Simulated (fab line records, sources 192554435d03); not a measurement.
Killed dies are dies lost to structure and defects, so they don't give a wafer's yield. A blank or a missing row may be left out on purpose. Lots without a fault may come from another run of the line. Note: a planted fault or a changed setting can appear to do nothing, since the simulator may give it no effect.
Which tool did it? | flow n5Finfet | Sampling: 9 lots, 27 wafers, 7 of 1938 route steps

## WHAT EACH GAUGE READ, for each wafer
N5_BEOL_M7_OVL_MEAS_29. Usual: for V6_OVL the level is -0.5 nm and the standard deviation is 0.61.
lot  | measured     | on         | V6_OVL (nm)    | flag
L686 | day 8 20:14  | overlay-01 | -0.5 -0.9 -0.6 | 
L688 | day 9 07:09  | overlay-01 | -0.6 0.1 -1.2  | 
L694 | day 11 11:30 | overlay-02 | -1.4 -0.2 -0.8 | 
L703 | day 13 22:58 | overlay-02 | 0.2 -0.9 -0.2  | 
L704 | day 13 23:10 | overlay-01 | 0.5 1.6 0.6    | 
L705 | day 14 02:53 | overlay-01 | -1.1 0.3 -0.8  | 
L706 | day 14 05:54 | overlay-01 | -0.6 -0.5 0.3  | 
L708 | day 15 08:34 | overlay-02 | -1.4 -1.7 -1.2 | 
L709 | day 15 15:50 | overlay-01 | 0.8 0.4 0.2    | 

N5_BEOL_M7_INSPECT_30: inspects for defects (brightfield). Usual: rawDefectCount 396, standard deviation 99.
lot  | measured     | on               | rawDefectCount | flag
L686 | day 8 20:17  | defectInspect-02 | 444 475 357    | 
L688 | day 9 07:12  | defectInspect-01 | 439 550 299    | 
L694 | day 11 11:34 | defectInspect-01 | 341 283 354    | 
L703 | day 13 23:01 | defectInspect-01 | 397 419 326    | 
L704 | day 13 23:13 | defectInspect-01 | 378 452 308    | 
L705 | day 14 02:56 | defectInspect-02 | 673 544 338    | 
L706 | day 14 05:58 | defectInspect-02 | 574 465 462    | 
L708 | day 15 08:38 | defectInspect-02 | 417 355 306    | 
L709 | day 15 15:53 | defectInspect-01 | 243 270 253    | 

N5_BEOL_M7_OCD_MEAS_38. Usual: trenchDepthNm 93.6 nm, standard deviation 1.6.
lot  | measured     | on     | trenchDepthNm (nm) | flag
L686 | day 8 20:45  | ocd-02 | 96.2 94.6 94.8     | 
L688 | day 9 07:57  | ocd-01 | 96.1 95.6 95.9     | 
L694 | day 11 12:01 | ocd-02 | 96.9 85.1 93.7     | 
L703 | day 13 23:31 | ocd-01 | 94.8 95.8 94.7     | 
L704 | day 13 23:41 | ocd-01 | 91.0 92.1 91.8     | 
L705 | day 14 03:40 | ocd-02 | 93.7 93.7 95.8     | 
L706 | day 14 06:29 | ocd-01 | 93.9 91.4 91.1     | 
L708 | day 15 09:05 | ocd-02 | 93.4 91.8 94.9     | 
L709 | day 15 16:38 | ocd-02 | 94.5 91.3 91.6     | 

N5_BEOL_M7_THK_MEAS_53: measures by xrf. Usual: for M7_THK the level is 80.2 nm and the standard deviation is 1.8.
lot  | measured     | on           | M7_THK (nm)    | flag
L686 | day 9 00:04  | filmMetro-01 | 82.0 80.5 80.7 | 
L688 | day 9 10:35  | filmMetro-01 | 83.1 81.4 82.8 | 
L694 | day 11 14:43 | filmMetro-02 | 83.0 71.0 80.3 | 
L703 | day 14 01:52 | filmMetro-02 | 80.6 81.2 82.4 | 
L704 | day 14 02:24 | filmMetro-01 | 78.9 79.6 80.0 | 
L705 | day 14 05:45 | filmMetro-02 | 81.6 80.5 82.4 | 
L706 | day 14 09:01 | filmMetro-02 | 81.6 79.0 79.3 | 
L708 | day 15 11:32 | filmMetro-02 | 80.8 78.6 80.7 | 
L709 | day 15 19:53 | filmMetro-01 | 80.0 76.4 77.6 | 

N5_BEOL_M7_RS_MEAS_57: the measuring method here is four-point-probe. Usual: for M7_RS the level is 0.287 ohm/sq and the standard deviation is 0.0073.
lot  | measured     | on           | M7_RS (ohm/sq)    | flag
L686 | day 9 00:12  | filmMetro-02 | 0.275 0.280 0.280 | 
L688 | day 9 10:43  | filmMetro-02 | 0.273 0.280 0.276 | 
L694 | day 11 14:51 | filmMetro-01 | 0.277 0.332 0.287 | 
L703 | day 14 01:59 | filmMetro-02 | 0.286 0.282 0.278 | 
L704 | day 14 02:32 | filmMetro-01 | 0.293 0.289 0.290 | 
L705 | day 14 05:53 | filmMetro-01 | 0.282 0.286 0.278 | 
L706 | day 14 09:08 | filmMetro-01 | 0.282 0.293 0.291 | 
L708 | day 15 11:40 | filmMetro-02 | 0.286 0.296 0.287 | 
L709 | day 15 20:03 | filmMetro-01 | 0.284 0.301 0.295 | 

## WHICH TOOL RAN EACH LOT (tool, then ch and the chambers of the sampled wafers, then the start)
lot  | N5_BEOL_M7_STRIP_67               | N5_BEOL_M7_TRENCH_ETCH_37
L686 | rieDiel-05 ch 0,1,2, day 8 19:32  | rieDiel-03 ch 1,2,3, day 8 20:35
L688 | rieDiel-03 ch 0,2,3, day 9 05:12  | rieDiel-03 ch 1,2, day 9 07:47
L694 | rieDiel-05 ch 0,1,3, day 11 10:47 | rieDiel-03 ch 1,2,3, day 11 11:52
L703 | rieDiel-05 ch 0,1,2, day 13 22:10 | rieDiel-03 ch 0,1,2, day 13 23:21
L704 | rieDiel-04 ch 0,1,3, day 13 22:21 | rieDiel-04 ch 2,3, day 13 23:32
L705 | rieDiel-04 ch 0,1,2, day 14 01:58 | rieDiel-03 ch 0,1,2, day 14 03:31
L706 | rieDiel-03 ch 1,2,3, day 14 04:19 | rieDiel-04 ch 0,1,3, day 14 06:20
L708 | rieDiel-03 ch 0,1,2, day 15 07:16 | rieDiel-04 ch 0,3, day 15 08:56
L709 | rieDiel-05 ch 0,1,3, day 15 14:51 | rieDiel-05 ch 0,1,3, day 15 16:28
- N5_BEOL_M7_STRIP_67: strips in CF4.
- N5_BEOL_M7_TRENCH_ETCH_37: etches SiCOH lowk in C4F6/O2, target depth 93.478 nm, time 31.2 s.

## WHAT THE TOOLS THEMSELVES READ (means of the sampled wafers that have a number; where no wafer has one, the mark that the record gives instead)
N5_BEOL_M7_STRIP_67. Usual: drypumpMotorCurrentA 5.8 A, standard deviation 0.39; oesProductAu 0.75 a.u., standard deviation 0.051; rfVppV 271.3 V, standard deviation 1.4; showerheadPlenumPTorr 1.81 Torr, standard deviation 0.043; throttleValvePct 13.67 %, standard deviation 0.16.
lot  | tool       | drypumpMotorCurrentA (A) | oesProductAu (a.u.) | rfVppV (V) | showerheadPlenumPTorr (Torr) | throttleValvePct (%) | flag
L686 | rieDiel-05 | 5.6                      | 0.75                | 271.5      | 1.84                         | 13.76                | 
L688 | rieDiel-03 | 5.8                      | 0.72                | 270.8      | 1.78                         | 13.65                | 
L694 | rieDiel-05 | 5.5                      | 0.77                | 272.2      | 1.84                         | 13.67                | 
L703 | rieDiel-05 | 5.6                      | 0.73                | 271.5      | 1.83                         | 13.83                | 
L704 | rieDiel-04 | 6.0                      | 0.75                | 271.9      | 1.81                         | 13.64                | 
L705 | rieDiel-04 | 6.0                      | 0.75                | 271.7      | 1.81                         | 13.66                | 
L706 | rieDiel-03 | 5.7                      | 0.73                | 270.2      | 1.76                         | 13.62                | 
L708 | rieDiel-03 | 5.9                      | 0.74                | 271.3      | 1.76                         | 13.63                | 
L709 | rieDiel-05 | 5.6                      | 0.75                | 273.0      | 1.84                         | 13.73                | 

N5_BEOL_M7_TRENCH_ETCH_37. Usual: drypumpMotorCurrentA 5.9 A, standard deviation 0.42; oes_f_703_au 0.74 a.u., standard deviation 0.057; oes_o_777_au 0.74 a.u., standard deviation 0.058; oesProductAu 0.74 a.u., standard deviation 0.056; rfFwdPowerW 340.7 W, standard deviation 1.2; rfVppV 666 V, standard deviation 4.5; showerheadPlenumPTorr 2.85 Torr, standard deviation 0.067; throttleValvePct 20.93 %, standard deviation 0.16.
lot  | tool       | drypumpMotorCurrentA (A) | oes_f_703_au (a.u.) | oes_o_777_au (a.u.) | oesProductAu (a.u.) | rfFwdPowerW (W) | rfVppV (V) | showerheadPlenumPTorr (Torr) | throttleValvePct (%) | flag
L686 | rieDiel-03 | 5.7                      | 0.77                | 0.78                | 0.78                | 339.8           | 667        | 2.81                         | 20.83                | 
L688 | rieDiel-03 | 5.9                      | 0.83                | 0.83                | 0.83                | 341.4           | 663        | 2.79                         | 20.73                | 
L694 | rieDiel-03 | 5.7                      | 0.68                | 0.70                | 0.74                | 313.7           | 700        | 2.80                         | 20.84                | OFF
L703 | rieDiel-03 | 6.0                      | 0.75                | 0.76                | 0.76                | 340.9           | 663        | 2.79                         | 20.83                | 
L704 | rieDiel-04 | 6.4                      | 0.69                | 0.69                | 0.69                | 340.3           | 661        | 2.82                         | 20.91                | 
L705 | rieDiel-03 | 6.0                      | 0.75                | 0.76                | 0.76                | 342.1           | 663        | 2.79                         | 20.84                | 
L706 | rieDiel-04 | 6.0                      | 0.73                | 0.74                | 0.73                | 341.0           | 665        | 2.88                         | 20.94                | 
L708 | rieDiel-04 | 5.7                      | 0.76                | 0.76                | 0.76                | 340.2           | 667        | 2.92                         | 20.83                | 
L709 | rieDiel-05 | 5.6                      | 0.75                | 0.74                | 0.74                | 341.4           | 665        | 2.92                         | 21.11                | 

## THE ANSWER, worked out from the rows above alone
Rule: a lot is off if the mean of its wafers that have a number lies more than 3 standard deviations from the usual mean. Also off: a lot with no number at a reading for which 4 or more lots have one. All remaining lots with rows at the step are treated as sound. Order of review: gauges by route order, followed by the tools' own readings, for which a lot's mean as printed above is used. At the first step where some lot is off, the reading lying furthest off is the one used; lots without a number count as furthest.
Off: L694, at N5_BEOL_M7_TRENCH_ETCH_37 (rfFwdPowerW).
A tool fits if, at that step or a process step before it, it ran every lot that is off, and no sound lot after the first of them. No candidate that was tried fits.

## WHAT HAD BEEN PUT IN BY THE SIMULATOR
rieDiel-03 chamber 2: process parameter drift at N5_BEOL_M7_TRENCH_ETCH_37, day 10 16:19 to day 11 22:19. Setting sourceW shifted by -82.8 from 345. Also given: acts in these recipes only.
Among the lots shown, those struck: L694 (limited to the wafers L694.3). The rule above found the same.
